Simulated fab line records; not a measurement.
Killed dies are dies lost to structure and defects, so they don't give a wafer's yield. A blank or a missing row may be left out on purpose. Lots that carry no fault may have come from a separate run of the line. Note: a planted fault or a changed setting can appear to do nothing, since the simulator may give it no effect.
Chamber matching	flow n5-finfet	N5_BEOL_M3_STRIP_19 on rie-diel-03: 4 sister chambers
The step strips in O2. 27 wafers are shown with their chamber, then 12 later ones without.

== WAFERS WITH THEIR CHAMBER ==
wafer	chamber	drypump-motor-current-A (A)	showerhead-plenum-p-Torr (Torr)	throttle-valve-pct (%)
L074.2	3	4.9	2.17	16.94
L074.3	0	6.0	2.14	16.53
L074.5	3	4.9	2.17	16.93
L075.1	3	4.9	2.17	16.95
L075.2	2	5.4	2.19	16.96
L075.3	1	6.5	2.13	16.86
L075.4	0	6.0	2.14	16.53
L075.5	0	6.0	2.14	16.54
L075.6	3	4.9	2.17	16.95
L076.1	1	6.4	2.13	16.86
L076.2	0	6.0	2.14	16.55
L076.3	3	4.9	2.17	16.95
L076.4	2	5.4	2.19	16.97
L076.5	0	6.0	2.14	16.55
L076.6	1	6.4	2.13	16.86
L077.1	3	4.9	2.17	16.95
L077.4	1	6.4	2.13	16.87
L077.5	2	5.4	2.19	16.96
L079.1	3	4.9	2.17	16.96
L079.2	2	5.4	2.19	16.96
L079.3	1	6.5	2.13	16.87
L079.4	0	6.0	2.14	16.53
L079.5	1	6.4	2.13	16.85
L079.6	2	5.4	2.19	16.96
L081.1	1	6.4	2.12	16.88
L081.2	2	5.4	2.19	16.99
L081.3	0	6.0	2.14	16.57

SIGNATURES (means of the wafers above)
reading	chamber 0	chamber 1	chamber 2	chamber 3	scatter within a chamber
drypump-motor-current-A	6.000	6.429	5.400	4.900	0.0249
showerhead-plenum-p-Torr	2.1400	2.1286	2.1900	2.1700	0.00193
throttle-valve-pct	16.5429	16.8643	16.9667	16.9471	0.0118
Rule: a wafer lies at a distance from a chamber equal to the root of the sum of squares, over the readings, of (its reading less the chamber's mean, divided by the reading's scatter). If the next closest chamber is less than 2 further off than the closest, the wafer can't be placed; otherwise it belongs to the closest. The scatter is the square root of a quotient: the sum, over the shown wafers, of each reading's squared deviation from its chamber's mean, divided by wafers minus chambers.

== WAFERS MISSING THEIR CHAMBER ==
wafer	drypump-motor-current-A (A)	showerhead-plenum-p-Torr (Torr)	throttle-valve-pct (%)
L081.4	5.4	2.19	16.99
L081.5	6.0	2.14	16.57
L081.6	6.5	2.12	16.90
L086.2	6.5	2.12	16.89
L086.4	4.9	2.17	16.95
L086.6	4.9	2.17	16.97
L090.1	4.9	2.17	16.97
L090.3	6.0	2.13	16.57
L090.5	6.0	2.13	16.60
L096.2	6.0	2.13	16.60
L096.3	6.5	2.12	16.92
L096.4	6.5	2.12	16.92

== EACH ONE'S CHAMBER ==
wafer	from the rows above	in truth
L081.4	2	2
L081.5	0	0
L081.6	1	1
L086.2	1	1
L086.4	3	3
L086.6	3	3
L090.1	3	3
L090.3	0	0
L090.5	0	0
L096.2	0	0
L096.3	1	1
L096.4	1	1
Correctly placed: 12 of 12. From these rows, 0 cannot be placed. 0 placed wrongly.
